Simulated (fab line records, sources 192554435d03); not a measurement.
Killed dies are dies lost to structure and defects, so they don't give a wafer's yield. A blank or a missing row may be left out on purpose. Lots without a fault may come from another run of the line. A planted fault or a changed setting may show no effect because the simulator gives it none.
A struck lot beside a sound one | flow n5_finfet | 36 steps out of a route of 1938
Sound: wafers L838.1, L838.3, L838.5. Struck: wafers L840.2, L840.3. (L840.1 of the same lot was not struck and is left out.) The cause comes at the end.
At each step with rows: each side's tool, then ch and its chambers, then its first start. Under that, the readings that differ: sound wafers | struck wafers | difference of the means | sigmas: that difference in standard deviations of wafers without a fault.
alike: readings whose means differ by less than 2 such deviations, and words and numbers that are the same on both sides. not compared: withheld readings, readings that some wafer has no value for, bounds like >300 that may hide the same value, and numbers for which the record gives no deviation and whose values overlap.
The two part at a step that has a row with sigmas, a row that says differs or no value, or rows on one side only. Numbers that don't overlap but have no deviation are shown without sigmas and don't part them. A reading that every wafer of one side lacks parts them only if that side has two wafers or more.

first, 9 steps without rows for these wafers: N5_WELL_APT_DESCUM_30 (chemistry O2, time 7.9 s); N5_WELL_APT_IMPLANT_31; N5_WELL_APT_IMPLANT_32; N5_WELL_APT_STRIP_33 (strips in SPM, time 900 s); N5_WELL_APT_RTA_34 (time 10 s); N5_WELL_APT_OXIDE_STRIP_42 (strips SiO2 in dHF, time 45 s, target depth 12 nm); N5_WELL_APT_PRECLEAN_36 (cleans in O3/DIW, time 45 s); N5_WELL_APT_PRECLEAN_39 (cleans in dHF, time 60 s); N5_WELL_APT_SRD_37 (time 30 s).
N5_WELL_APT_EPI_41: deposits Si from SiH4/H2, target thk 50 nm, time 297.7 s.
  sound on epi_rpcvd-02 ch 0, day 5 11:08; struck on epi_rpcvd-04 ch 0, day 5 22:40
  reading                                 | sound             | struck      | difference | sigmas
  model.Si_of_WELL_APT_EPI_41.thk_nm (nm) | 50.36 50.91 50.05 | 42.48 42.03 | -8.19      |
  alike: throttle_valve_pct
then, 24 steps without rows for these wafers: N5_PMOS_HMC_CHANNEL_EPI_HM_DEP_34 (deposits SiO2 from TEOS/O2, target thk 36 nm, time 6.9 s); N5_PMOS_HMC_CHANNEL_EPI_COAT_31 (time 60 s, resist thk 66 nm); N5_PMOS_HMC_CHANNEL_EPI_COAT_03 (resist thk 205 nm); N5_PMOS_HMC_CHANNEL_EPI_EBR_05; N5_PMOS_HMC_CHANNEL_EPI_SOFTBAKE_04 (time 60 s); N5_PMOS_HMC_CHANNEL_EPI_EXPOSE_06 (exposes mask PMOS HMC BLK, target cd 240 nm); N5_PMOS_HMC_CHANNEL_EPI_PEB_07 (peb time 60 s); N5_PMOS_HMC_CHANNEL_EPI_DEVELOP_08 (develop time 30 s); N5_PMOS_HMC_CHANNEL_EPI_DESCUM_14 (chemistry O2, time 7.9 s); N5_PMOS_HMC_CHANNEL_EPI_ETCH_32 (etches BARC in N2/H2, stops on SiO2, target depth 85.8 nm, time 50.3 s); N5_PMOS_HMC_CHANNEL_EPI_HM_OPEN_15 (chemistry CHF3/O2, target SiO2, target depth 40.6 nm, time 20.3 s); N5_PMOS_HMC_CHANNEL_EPI_STRIP_33 (strips in N2/H2); N5_PMOS_HMC_CHANNEL_EPI_STRIP_17 (strips in SPM, time 750 s); N5_PMOS_HMC_CHANNEL_EPI_ETCH_38 (etches SiO2 in CF4, target depth 1.5 nm); N5_PMOS_HMC_CHANNEL_EPI_FIN_RECESS_16 (chemistry HBr/Cl2, target Si, target depth 54 nm, time 18 s); N5_PMOS_HMC_CHANNEL_EPI_PRECLEAN_36 (cleans in O3/DIW, time 45 s); N5_PMOS_HMC_CHANNEL_EPI_PRECLEAN_18 (cleans in DHF, time 30 s); N5_PMOS_HMC_CHANNEL_EPI_SRD_19 (time 30 s); N5_PMOS_HMC_CHANNEL_EPI_EPI_20 (deposits SiGe30, target thk 59 nm); N5_PMOS_HMC_CHANNEL_EPI_HM_STRIP_35 (strips SiO2 in dHF, material SiO2, target depth 39.6 nm, time 216 s); N5_PMOS_HMC_CHANNEL_EPI_SRD_39 (time 30 s); N5_PMOS_HMC_CHANNEL_EPI_CMP_21 (polishes SiGe30, target thk 54 nm); N5_PMOS_HMC_CHANNEL_EPI_PRECLEAN_40 (cleans in DHF, time 30 s); N5_PMOS_HMC_CHANNEL_EPI_PRECLEAN_37 (cleans in O3/DIW, time 45 s).
N5_SD_EPI_N_STRIP_18: strips in SPM, time 750 s.
  sound on wet_bench-04 ch 0,2,7, day 6 23:41; struck on wet_bench-04 ch 4,5, day 7 10:47
  reading                                 | sound       | struck  | difference | sigmas
  model.Si_of_WELL_APT_EPI_41.thk_nm (nm) | 8.2 9.2 7.8 | 4.4 4.6 | -3.9       |
-- the record jumps here: 4 days lie between the struck wafers' starts before and after (it left off in module SD_EPI_N and takes up again in module BEOL_M4, whose first step shown is number 1111 of the route) --
N5_BEOL_M4_RC_MEAS_101:
  sound on prober-02 ch 0, day 11 14:55; struck on prober-02 ch 0, day 11 20:56
  reading           | sound          | struck    | difference | sigmas
  CJ_N              | 4.36 4.33 4.38 | 4.93 4.80 | +0.51      | +5
  CJ_P              | 5.85 6.10 5.96 | 4.51 4.59 | -1.42      | -10
  IOFF_P (nA/um)    | 0.14 0.15 0.15 | 0.29 0.25 | +0.12      | +3
  ION_P (uA/um)     | 451 451 450    | 463 475   | +18        | +2
  RS_NWELL (ohm/sq) | 1034 1035 1039 | 1063 1067 | +29        | +5
  RS_PWELL (ohm/sq) | 2964 2981 2974 | 3109 3134 | +148       | +7
  VT_P (mV)         | -257 -258 -258 | -246 -245 | +12        | +3
  alike: DIBL_N, DIBL_P, IOFF_N, ION_N, SS_N, SS_P, VT_N

WHERE THEY PART
Only at N5_BEOL_M4_RC_MEAS_101, within this record.

WHY: what the simulator had put in
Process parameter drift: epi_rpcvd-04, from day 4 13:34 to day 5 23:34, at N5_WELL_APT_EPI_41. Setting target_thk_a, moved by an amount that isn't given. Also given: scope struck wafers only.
